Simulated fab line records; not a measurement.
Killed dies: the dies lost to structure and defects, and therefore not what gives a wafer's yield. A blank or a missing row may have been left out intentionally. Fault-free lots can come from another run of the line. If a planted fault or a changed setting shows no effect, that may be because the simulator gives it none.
fab line records ; flow nandHarc
[record] lots = 14; wafers = 42; lastDay = 33
route steps=1302 shown A_CONTACT@1046
lots that met no fault: from a run of the same line without faults
startH: hours from the record's opening day to when the first of the lot's shown wafers began ; waitH: time in hours since the lot's previous step ; " same as the row above ; L1.1+2: a single row standing in for several wafers ; - no value present, or no start provided ; * or withheld: withheld ; < > ~ a bound
route shown NAME@n: names a module that has steps shown in the file, with the first one's number in the route ; usual: average and standard deviation across the fault-free wafers ; same: alike in all rows ; chamber/n: place in a boat ; sites: the reading at each site ; _std_site: standard deviation across them ; _edge_site: mean of outer sites minus mean of inner sites ; radiusMm: for every site, how far away it sits from the centre of the wafer ; mask NAME#n: copy n ; behind: the last tool/chamber to shape the wafer ; hold: the reason the lot was held/the length of the hold in hours/how it ended ; device: names the non-switching transistor (n, p or np) ; end of line: the tests these same wafers got at the end of their route ; a step without rows: its recipe alone ; killed: at the first sort, the dies lost to defects and structure; wafer yield is something else ; map: a wafer's dies, x killed, . not, _ none there
set.NAME: the setting as run; set.NAME@STEP: as run at that earlier step ; model.NAME: the simulator's own value behind a step, which no gauge read
route steps across a sampled set of lots; one table per step, one row per wafer
services: when a tool's chamber went out of use (startH, in hours from the record's first day, below 0 if earlier), for how many hours, and the reason
[[steps]]
[step NHARC_A_CONTACT_ETCH_78]
[recipe] targetDepthA = 53000; overEtchFrac = 0.3; timeS = 1378; ionEnergyEv = 150; o2FlowSccm = 400; cosFlowSccm = 20; arFlowSccm = 0; rfW = 500; biasW = 300; chemistry = O2/COS
[usual] drypumpMotorCurrentA = 5.7/0.34; oesProductAu = 0.992/0.01; rfVppV = 314.9/2.2; showerheadPlenumPTorr = 3.18/0.15; throttleValvePct = 28.330/0.0097
[same] overEtchFrac = 0.3
lot.wafer;tool;chamber;startH;waitH;drypumpMotorCurrentA;oesProductAu;rfHoursCounterH;rfVppV;showerheadPlenumPTorr;throttleValvePct
L568.3;rieDiel-13;1;-;-;6.1;0.997;56;317.1;3.34;28.324
L568.2;rieDiel-13;0;-;-;5.5;0.992;53;314.2;3.19;28.335
L568.6;rieDiel-13;1;-;-;6.1;0.995;-;318.1;3.34;28.327
L571.1;rieDiel-11;3;-;-;5.9;0.992;13;314.3;3.12;28.340
L571.4;rieDiel-11;0;-;-;6.0;0.996;16;317.9;3.35;28.327
L571.5;rieDiel-11;1;-;-;5.7;0.992;-;318.0;3.37;28.332
L570.1;rieDiel-13;1;-;-;6.1;1.000;1;316.2;3.34;28.332
L570.6;rieDiel-13;0;-;-;5.5;1.005;-;315.0;3.19;28.346
L570.5;rieDiel-13;1;-;-;6.1;0.980;-;318.1;3.34;28.327
L574.1;rieDiel-11;2;-;-;5.7;0.975;21;311.1;2.97;28.338
L574.2;rieDiel-11;3;-;-;5.9;0.985;18;312.8;3.12;28.325
L574.5;rieDiel-11;1;-;-;5.7;0.981;-;318.1;3.36;28.347
L576.3;rieDiel-11;0;-;-;6.0;0.986;21;318.3;3.35;28.335
L576.1;rieDiel-11;1;-;-;5.7;0.977;21;318.3;3.36;28.303
L576.6;rieDiel-11;1;-;-;5.7;0.975;-;317.6;3.36;28.339
L575.4;rieDiel-02;2;-;-;5.3;0.997;4;312.7;3.04;28.320
L575.1;rieDiel-02;3;-;-;5.1;0.987;4;314.9;3.08;28.335
L575.6;rieDiel-02;2;-;-;5.3;0.990;-;313.2;3.04;28.351
L577.4;rieDiel-11;1;-;-;5.7;0.972;25;318.0;3.36;28.334
L577.3;rieDiel-11;2;-;-;5.7;0.981;25;313.0;2.96;28.328
L577.2;rieDiel-11;0;-;-;6.0;0.993;26;318.2;3.35;28.334
L579.3;rieDiel-02;0;-;-;6.4;1.005;7;315.4;3.21;28.340
L579.4;rieDiel-02;1;-;-;5.7;0.993;7;317.4;3.33;28.334
L579.5;rieDiel-02;0;-;-;6.4;1.013;-;315.6;3.21;28.331
L578.1;rieDiel-11;2;-;-;5.7;0.979;28;311.3;2.96;28.335
L578.2;rieDiel-11;3;-;-;5.9;0.981;28;315.8;3.11;28.329
L578.6;rieDiel-11;2;-;-;5.7;0.985;-;311.6;2.96;28.310
L580.6;rieDiel-02;1;-;-;5.7;0.991;-;316.8;3.33;28.309
L580.4;rieDiel-02;3;-;-;5.1;0.986;-;313.5;3.08;28.338
L580.5;rieDiel-02;0;-;-;6.4;1.000;-;315.3;3.20;28.329
L581.1;rieDiel-11;2;-;-;5.7;0.999;1;313.3;2.96;28.335
L581.5;rieDiel-11;2;-;-;5.7;1.002;-;310.7;2.96;28.326
L581.6;rieDiel-11;3;-;-;5.9;1.017;-;314.2;3.11;28.330
L582.4;rieDiel-11;1;-;-;5.7;0.977;3;316.8;3.36;28.317
L582.1;rieDiel-11;3;-;-;5.9;1.019;4;313.3;3.11;28.321
L582.6;rieDiel-11;1;-;-;5.7;0.985;-;317.8;3.36;28.318
L583.2;rieDiel-02;2;-;-;5.3;0.982;11;312.5;3.04;28.348
L583.6;rieDiel-02;1;-;-;5.7;0.990;-;315.9;3.32;28.307
L583.5;rieDiel-02;2;-;-;5.3;0.992;-;311.8;3.04;28.329
L591.3;rieDiel-11;3;-;-;5.9;0.996;17;313.3;3.10;28.338
L591.2;rieDiel-11;1;-;-;5.7;0.968;17;317.5;3.35;28.315
L591.1;rieDiel-11;2;-;-;5.7;0.992;18;311.8;2.95;28.331
[step NHARC_A_CONTACT_ETCH_128]
[recipe] sourceW = withheld; pressureMtorr = 20; biasV = 3000; timeS = 197; targetDepthA = 19180; arFlowSccm = withheld; c4f8FlowSccm = withheld; o2FlowSccm = withheld; chemistry = C4F8/O2/Ar
lot.wafer;tool;chamber;startH;waitH;rfHoursCounterH
L568.2;harCapEtch-03;1;507.50;0.1;39
L568.3;harCapEtch-03;0;507.50;0.1;-
L568.6;harCapEtch-03;1;507.50;0.1;-
L571.1;harCapEtch-03;0;528.19;0.1;46
L571.4;harCapEtch-03;0;528.19;0.1;-
L571.5;harCapEtch-03;1;528.19;0.1;-
L570.1;harCapEtch-02;0;531.33;0.2;89
L570.6;harCapEtch-02;1;531.33;0.2;-
L570.5;harCapEtch-02;0;531.33;0.2;-
L574.2;harCapEtch-02;1;579.92;0.1;97
L574.1;harCapEtch-02;0;579.92;0.1;97
L574.5;harCapEtch-02;1;579.92;0.1;-
L576.1;harCapEtch-03;0;581.50;0.1;54
L576.3;harCapEtch-03;0;581.50;0.1;-
L576.6;harCapEtch-03;0;581.50;0.1;-
L575.1;harCapEtch-01;1;596.87;0.1;16
L575.4;harCapEtch-01;0;596.87;0.1;-
L575.6;harCapEtch-01;0;596.87;0.1;-
L577.2;harCapEtch-02;0;599.29;0.1;102
L577.4;harCapEtch-02;0;599.29;0.1;-
L577.3;harCapEtch-02;1;599.29;0.1;-
L579.3;harCapEtch-01;1;600.37;0.1;-
L579.4;harCapEtch-01;0;600.37;0.1;-
L579.5;harCapEtch-01;0;600.37;0.1;-
L578.1;harCapEtch-02;0;608.15;0.1;105
L578.2;harCapEtch-02;1;608.15;0.1;105
L578.6;harCapEtch-02;1;608.15;0.1;-
L580.4;harCapEtch-02;1;617.81;0.1;-
L580.6;harCapEtch-02;0;617.81;0.1;-
L580.5;harCapEtch-02;1;617.81;0.1;-
L581.1;harCapEtch-02;0;625.83;0.2;109
L581.6;harCapEtch-02;1;625.83;0.2;-
L581.5;harCapEtch-02;0;625.83;0.2;-
L582.1;harCapEtch-03;0;641.84;0.1;67
L582.4;harCapEtch-03;1;641.84;0.1;-
L582.6;harCapEtch-03;0;641.84;0.1;-
L583.2;harCapEtch-01;1;645.27;0.1;26
L583.6;harCapEtch-01;1;645.27;0.1;-
L583.5;harCapEtch-01;0;645.27;0.1;-
L591.2;harCapEtch-01;0;715.50;0.1;38
L591.1;harCapEtch-01;1;715.50;0.1;38
L591.3;harCapEtch-01;0;715.50;0.1;-
[step NHARC_A_CONTACT_ETCH_131]
[recipe] sourceW = withheld; pressureMtorr = 20; biasV = 3000; timeS = 197; targetDepthA = 19180; arFlowSccm = withheld; c4f8FlowSccm = withheld; o2FlowSccm = withheld; chemistry = C4F8/O2/Ar
lot.wafer;tool;chamber;startH;waitH;rfHoursCounterH
L568.2;harCapEtch-03;1;508.02;0.1;39
L568.3;harCapEtch-03;0;508.02;0.1;-
L568.6;harCapEtch-03;1;508.02;0.1;-
L571.1;harCapEtch-03;0;528.73;0.1;46
L571.4;harCapEtch-03;0;528.73;0.1;-
L571.5;harCapEtch-03;1;528.73;0.1;-
L570.1;harCapEtch-02;0;532.03;0.2;90
L570.6;harCapEtch-02;1;532.03;0.2;-
L570.5;harCapEtch-02;0;532.03;0.2;-
L574.2;harCapEtch-02;1;580.44;0.1;97
L574.1;harCapEtch-02;0;580.44;0.1;97
L574.5;harCapEtch-02;1;580.44;0.1;-
L576.1;harCapEtch-03;0;582.02;0.1;54
L576.3;harCapEtch-03;0;582.02;0.1;-
L576.6;harCapEtch-03;0;582.02;0.1;-
L575.1;harCapEtch-01;1;597.39;0.1;16
L575.4;harCapEtch-01;0;597.39;0.1;-
L575.6;harCapEtch-01;0;597.39;0.1;-
L577.2;harCapEtch-02;0;599.81;0.1;103
L577.4;harCapEtch-02;0;599.81;0.1;-
L577.3;harCapEtch-02;1;599.81;0.1;-
L579.3;harCapEtch-01;1;600.90;0.1;-
L579.4;harCapEtch-01;0;600.90;0.1;-
L579.5;harCapEtch-01;0;600.90;0.1;-
L578.1;harCapEtch-02;0;608.69;0.1;106
L578.2;harCapEtch-02;1;608.69;0.1;106
L578.6;harCapEtch-02;1;608.69;0.1;-
L580.4;harCapEtch-02;1;618.35;0.1;-
L580.6;harCapEtch-02;0;618.35;0.1;-
L580.5;harCapEtch-02;1;618.35;0.1;-
L581.1;harCapEtch-02;0;626.36;0.1;109
L581.6;harCapEtch-02;1;626.36;0.1;-
L581.5;harCapEtch-02;0;626.36;0.1;-
L582.1;harCapEtch-03;0;642.37;0.1;68
L582.4;harCapEtch-03;1;642.37;0.1;-
L582.6;harCapEtch-03;0;642.37;0.1;-
L583.2;harCapEtch-01;1;645.81;0.1;27
L583.6;harCapEtch-01;1;645.81;0.1;-
L583.5;harCapEtch-01;0;645.81;0.1;-
L591.2;harCapEtch-01;0;716.03;0.1;38
L591.1;harCapEtch-01;1;716.03;0.1;38
L591.3;harCapEtch-01;0;716.03;0.1;-
[step NHARC_A_CONTACT_ETCH_91]
[recipe] targetDepthA = 400; overEtchFrac = 0.5; timeS = 85.7; ionEnergyEv = 120; ch3fFlowSccm = 50; o2FlowSccm = 30; arFlowSccm = 200; rfW = 500; biasW = 100; chemistry = CH3F/O2
[usual] drypumpMotorCurrentA = 5.7/0.31; oesProductAu = 0.94/0.034; rfVppV = 244.9/1.9; showerheadPlenumPTorr = 2.51/0.12; throttleValvePct = 20.664/0.0082
[same] overEtchFrac = 0.5
lot.wafer;tool;chamber;startH;waitH;drypumpMotorCurrentA;oesProductAu;rfHoursCounterH;rfVppV;showerheadPlenumPTorr;throttleValvePct
L568.3;rieDiel-11;0;509.73;1.2;6.0;0.92;10;247.1;2.65;20.669
L568.2;rieDiel-11;2;509.73;1.2;5.6;0.92;10;243.3;2.34;20.672
L568.6;rieDiel-11;3;509.73;1.2;5.9;0.92;-;244.2;2.46;20.670
L571.1;rieDiel-02;1;529.87;0.7;5.7;0.92;51;246.2;2.64;20.666
L571.4;rieDiel-02;1;529.87;0.7;5.7;0.92;-;245.6;2.64;20.658
L571.5;rieDiel-02;1;529.87;0.7;5.7;0.91;-;244.5;2.64;20.676
L570.1;rieDiel-11;0;533.41;0.8;6.0;0.93;17;247.5;2.64;20.653
L570.5;rieDiel-11;2;533.41;0.8;5.7;0.91;-;242.1;2.34;20.664
L570.6;rieDiel-11;3;533.41;0.8;5.9;0.91;-;244.4;2.46;20.681
L574.1;rieDiel-11;3;581.60;0.7;5.9;0.91;19;244.4;2.46;20.666
L574.2;rieDiel-11;0;581.60;0.7;6.0;0.92;22;245.4;2.64;20.664
L574.5;rieDiel-11;3;581.60;0.7;5.9;0.91;-;244.1;2.46;20.658
L576.1;rieDiel-02;3;583.16;0.7;5.1;0.98;0;243.7;2.43;20.664
L576.3;rieDiel-02;1;583.16;0.7;5.7;0.98;0;246.6;2.63;20.665
L576.6;rieDiel-02;3;583.16;0.7;5.1;0.98;-;241.6;2.43;20.659
L575.1;rieDiel-11;3;598.53;0.7;5.9;0.92;25;244.6;2.45;20.658
L575.4;rieDiel-11;2;598.53;0.7;5.7;0.90;26;242.2;2.33;20.669
L575.6;rieDiel-11;3;598.53;0.7;5.9;0.92;-;245.3;2.45;20.652
L577.4;rieDiel-11;3;600.97;0.6;5.9;0.92;25;243.7;2.45;20.667
L577.2;rieDiel-11;0;600.97;0.6;6.0;0.92;27;247.9;2.64;20.671
L577.3;rieDiel-11;1;600.97;0.6;5.7;0.91;26;248.0;2.65;20.671
L579.3;rieDiel-02;1;601.99;0.6;5.7;0.92;8;246.5;2.63;20.652
L579.4;rieDiel-02;2;601.99;0.6;5.3;0.90;7;243.9;2.39;20.660
L579.5;rieDiel-02;0;601.99;0.6;6.4;0.93;-;244.3;2.53;20.654
L578.2;rieDiel-02;1;609.83;0.6;5.7;0.99;9;248.3;2.63;20.665
L578.1;rieDiel-02;3;609.83;0.6;5.1;0.98;9;243.8;2.42;20.665
L578.6;rieDiel-02;1;609.83;0.6;5.6;1.00;-;246.9;2.63;20.661
L580.4;rieDiel-11;2;619.43;0.5;5.7;0.99;0;242.0;2.33;20.646
L580.6;rieDiel-11;0;619.43;0.5;6.0;0.99;-;246.1;2.64;20.655
L580.5;rieDiel-11;1;619.43;0.5;5.7;0.99;-;246.8;2.65;20.668
L581.1;rieDiel-11;2;627.49;0.7;5.7;0.92;2;242.1;2.33;20.655
L581.6;rieDiel-11;1;627.49;0.7;5.7;0.91;-;245.9;2.65;20.673
L581.5;rieDiel-11;2;627.49;0.7;5.7;0.91;-;241.4;2.33;20.658
L582.1;rieDiel-11;2;643.51;0.7;5.7;0.73;4;241.9;2.33;20.664
L582.4;rieDiel-11;3;643.51;0.7;5.9;0.74;4;245.4;2.45;20.667
L582.6;rieDiel-11;2;643.51;0.7;5.7;0.74;-;242.4;2.33;20.670
L583.2;rieDiel-11;0;646.97;0.7;6.0;0.74;4;248.4;2.64;20.653
L583.6;rieDiel-11;2;646.97;0.7;5.7;0.75;-;242.8;2.33;20.670
L583.5;rieDiel-11;3;646.97;0.7;5.9;0.75;-;243.8;2.45;20.649
L591.3;rieDiel-02;1;717.17;0.6;5.7;0.91;47;246.8;2.61;20.656
L591.1;rieDiel-02;2;717.17;0.6;5.3;0.92;36;242.3;2.38;20.662
L591.2;rieDiel-02;3;717.17;0.6;5.1;0.92;44;243.6;2.41;20.670
[[services]]
tool;chamber;startH;hours;kind
rieDiel-02;2;484.70;7.0;repair
rieDiel-11;0;490.50;-;clean
rieDiel-11;1;490.50;-;clean
rieDiel-11;2;490.50;-;clean
rieDiel-11;3;490.50;-;clean
rieDiel-13;3;494.61;6.4;repair
harCapEtch-01;-;497.06;17.0;pm
rieDiel-02;-;500.91;1.5;repair
rieDiel-02;3;511.44;34.3;repair
rieDiel-11;0;515.14;-;clean
rieDiel-11;1;515.14;-;clean
rieDiel-11;2;515.14;-;clean
rieDiel-13;-;519.67;9.0;pm
rieDiel-13;1;543.97;16.4;repair
rieDiel-13;0;554.60;2.5;repair
rieDiel-02;-;571.62;9.0;pm
rieDiel-11;0;588.21;5.9;repair
rieDiel-02;2;608.45;27.5;repair
rieDiel-11;-;609.50;9.0;pm
rieDiel-02;0;634.95;11.6;repair
rieDiel-02;3;663.79;7.2;repair
rieDiel-02;0;668.40;11.0;repair
harCapEtch-02;-;677.23;2.9;repair
rieDiel-13;-;696.67;9.0;pm
[[key]]
[firstSign] step = NHARC_A_CONTACT_ETCH_91; reading = oesProductAu; direction = down; sigmas = 5.8; usual = 0.94; struck = 0.74
effect none on later readings
metAt NHARC_A_CONTACT_ETCH_91
struckLots L582,L583
laterRowsLeftOut L583.2,L583.5
sortLeftOut L582.1,L582.4,L582.6,L583.2,L583.5,L583.6
testerLeftOut L582,L583
notActingAt NHARC_A_CONTACT_ETCH_78,NHARC_A_CONTACT_ETCH_128,NHARC_A_CONTACT_ETCH_131
onsetBetween 627.49 643.51
[fault] kind = processParameterDrift; tool = rieDiel-11; chamber = -; onsetH = 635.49; steps = NHARC_A_CONTACT_ETCH_91; channel = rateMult; offset = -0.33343; shape = step; endH = 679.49
// testerLeftOut: of these lots the tester's yield and bins aren't shown, on N5 and GAA mostly nor the transistor test; their killed dies are dies lost to structure and defects alone, not to doping, threshold or leakage, so they don't give the yield
// sortLeftOut: the simulated sort isn't trusted on such a fault, so these wafers' sort isn't shown, and their yield isn't known
// laterRowsLeftOut: the simulator's readings of these wafers behind a module that went badly wrong aren't trusted and aren't shown, but for the sort
